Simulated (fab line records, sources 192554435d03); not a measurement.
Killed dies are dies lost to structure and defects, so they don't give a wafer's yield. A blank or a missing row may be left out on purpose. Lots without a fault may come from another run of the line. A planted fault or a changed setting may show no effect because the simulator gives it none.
Chamber matching | flow n5_finfet | N5_MOL_CONTACT_COAG_ETCH_106 on rie_diel-05: 4 sister chambers
The step etches SOC in N2/H2, target depth 80 nm, overetch 16 nm, time 120 s. 8 wafers are shown with their chamber, then 8 later ones without.

WAFERS WITH THEIR CHAMBER
wafer  | chamber | throttle_valve_pct (%) | showerhead_plenum_p_Torr (Torr)
L082.3 | 0       | 18.06                  | 2.41
L084.2 | 1       | 18.32                  | 2.40
L084.3 | 2       | 17.39                  | 2.58
L084.5 | 1       | 18.31                  | 2.41
L087.1 | 2       | 17.39                  | 2.58
L087.3 | 3       | 17.69                  | 2.62
L087.6 | 0       | 18.06                  | 2.40
L092.2 | 3       | 17.70                  | 2.61

WAFERS WITHOUT THEIR CHAMBER
wafer  | throttle_valve_pct (%) | showerhead_plenum_p_Torr (Torr)
L092.5 | 17.93                  | 2.72
L092.6 | 17.41                  | 2.58
L094.1 | 17.70                  | 2.61
L094.4 | 17.42                  | 2.57
L094.6 | 17.94                  | 2.72
L095.1 | 17.73                  | 2.61
L095.3 | 17.44                  | 2.57
L095.4 | 17.94                  | 2.72

WHICH CHAMBER EACH WENT THROUGH
wafer  | from the rows above | in truth
L092.5 | 3                   | 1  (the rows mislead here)
L092.6 | 2                   | 2
L094.1 | 3                   | 3
L094.4 | 2                   | 2
L094.6 | 3                   | 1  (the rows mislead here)
L095.1 | 3                   | 3
L095.3 | 2                   | 2
L095.4 | 3                   | 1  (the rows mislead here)
Placed correctly: 5 of 8. Can't be placed from these rows: 0. Placed wrongly: 3.
How it was worked out, from the rows above alone: a wafer's distance from a chamber is the root of the sum, over the readings, of the square of ((its reading less the chamber's mean) divided by the reading's scatter). The wafer belongs to the nearest chamber; if the next one is less than 2 further off, it can't be placed. A chamber's mean is the mean of its shown wafers. The scatter: the root of (the sum of the squares of (reading less its chamber's mean) over the shown wafers, divided by (wafers less chambers)).
